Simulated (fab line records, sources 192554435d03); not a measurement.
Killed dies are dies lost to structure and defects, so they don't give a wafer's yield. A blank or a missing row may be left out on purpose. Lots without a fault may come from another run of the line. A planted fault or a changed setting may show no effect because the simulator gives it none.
Which tool did it? | flow n5_finfet | 11 lots, 33 wafers sampled, at 3 steps of a route of 1938

WHAT THE GAUGES READ, wafer by wafer
N5_PASSIVATION_CD_MEAS_44: target cd 40000 nm. Usual: cd_nm 40002 nm, standard deviation 3.3.
lot  | measured     | on        | cd_nm (nm)        | flag
L255 | day 12 23:59 | cd_sem-03 | 39998 40000 40003 |
L257 | day 13 09:40 | cd_sem-01 | 40003 40001 40003 |
L254 | day 13 17:58 | cd_sem-03 | 40001 40001 40001 |
L256 | day 13 19:17 | cd_sem-03 | 40005 40000 40001 |
L262 | day 14 13:13 | cd_sem-02 | 40001 40002 39999 |
L258 | day 15 01:28 | cd_sem-01 | 40002 39998 39998 |
L259 | day 15 05:53 | cd_sem-03 | 40001 40002 40002 |
L268 | day 16 22:34 | cd_sem-02 | 40002 40002 40006 |
L271 | day 17 15:10 | cd_sem-01 | 40001 39999 40002 |
L275 | day 17 19:40 | cd_sem-01 | 40003 40003 40004 |
L273 | day 17 23:04 | cd_sem-01 | 40002 40008 40005 |

WHICH TOOL RAN EACH LOT (tool, then ch and the chambers of the sampled wafers, then the start)
lot  | N5_BEOL_M14_SPUTTER_43       | N5_PASSIVATION_AL_DEP_21
L255 | pvd_sputter-02, day 12 06:29 | pvd_sputter-01, day 12 21:32
L257 | pvd_sputter-01, day 12 16:16 | pvd_sputter-03, day 13 06:59
L254 | pvd_sputter-02, day 12 22:17 | pvd_sputter-01, day 13 15:36
L256 | pvd_sputter-01, day 13 02:47 | pvd_sputter-02, day 13 16:46
L262 | pvd_sputter-01, day 13 16:17 | pvd_sputter-01, day 14 10:22
L258 | pvd_sputter-02, day 14 06:27 | pvd_sputter-01, day 14 23:07
L259 | pvd_sputter-03, day 14 08:58 | pvd_sputter-02, day 15 03:32
L268 | pvd_sputter-03, day 16 03:52 | pvd_sputter-03, day 16 20:13
L271 | pvd_sputter-03, day 16 19:46 | pvd_sputter-03, day 17 12:49
L275 | pvd_sputter-02, day 17 01:44 | pvd_sputter-01, day 17 16:59
L273 | pvd_sputter-02, day 17 06:57 | pvd_sputter-02, day 17 20:44
- N5_BEOL_M14_SPUTTER_43: material TaN, target thk 15 nm, time 24.19 s.
- N5_PASSIVATION_AL_DEP_21: deposits Al, target thk 2800 nm, time 170 s.

WHAT THE TOOLS THEMSELVES READ (means of the sampled wafers that have a number; where no wafer has one, the mark that the record gives instead)
N5_BEOL_M14_SPUTTER_43. Usual: bias_v 168.5 V, standard deviation 1.6; throttle_valve_pct 29.5 %, standard deviation 0.73.
lot  | tool           | bias_v (V) | throttle_valve_pct (%) | flag
L255 | pvd_sputter-02 | 169.2      | 29.1                   |
L257 | pvd_sputter-01 | 168.9      | 29.6                   |
L254 | pvd_sputter-02 | 169.6      | 29.4                   |
L256 | pvd_sputter-01 | 169.5      | 29.4                   |
L262 | pvd_sputter-01 | 167.0      | 29.7                   |
L258 | pvd_sputter-02 | 169.6      | 29.9                   |
L259 | pvd_sputter-03 | 168.8      | 29.7                   |
L268 | pvd_sputter-03 | 169.4      | 29.8                   |
L271 | pvd_sputter-03 | 168.1      | 29.8                   |
L275 | pvd_sputter-02 | 169.2      | 29.2                   |
L273 | pvd_sputter-02 | 167.9      | 29.7                   |

N5_PASSIVATION_AL_DEP_21. Usual: throttle_valve_pct 29.5 %, standard deviation 0.75.
lot  | tool           | throttle_valve_pct (%) | flag
L255 | pvd_sputter-01 | 29.2                   |
L257 | pvd_sputter-03 | 29.5                   |
L254 | pvd_sputter-01 | 29.8                   |
L256 | pvd_sputter-02 | 29.6                   |
L262 | pvd_sputter-01 | 29.7                   |
L258 | pvd_sputter-01 | 29.5                   |
L259 | pvd_sputter-02 | 29.7                   |
L268 | pvd_sputter-03 | 29.8                   |
L271 | pvd_sputter-03 | 29.2                   |
L275 | pvd_sputter-01 | 30.1                   |
L273 | pvd_sputter-02 | 28.8                   |

THE ANSWER, worked out from the rows above alone
Rule: a lot is off if the mean of its wafers that have a number lies more than 3 standard deviations from the usual mean. A lot without any number at a reading at which 4 lots or more have one is off too. The other lots that the step has rows for count as sound. The gauges are gone through in route order, then the tools' own readings, and for those a lot's mean is taken as printed above. The first step at which some lot is off is used, and at that step the reading that is off furthest; a lot without a number counts as furthest.
No lot is off at any reading shown: from this, nothing can be told.

WHAT THE SIMULATOR HAD PUT IN
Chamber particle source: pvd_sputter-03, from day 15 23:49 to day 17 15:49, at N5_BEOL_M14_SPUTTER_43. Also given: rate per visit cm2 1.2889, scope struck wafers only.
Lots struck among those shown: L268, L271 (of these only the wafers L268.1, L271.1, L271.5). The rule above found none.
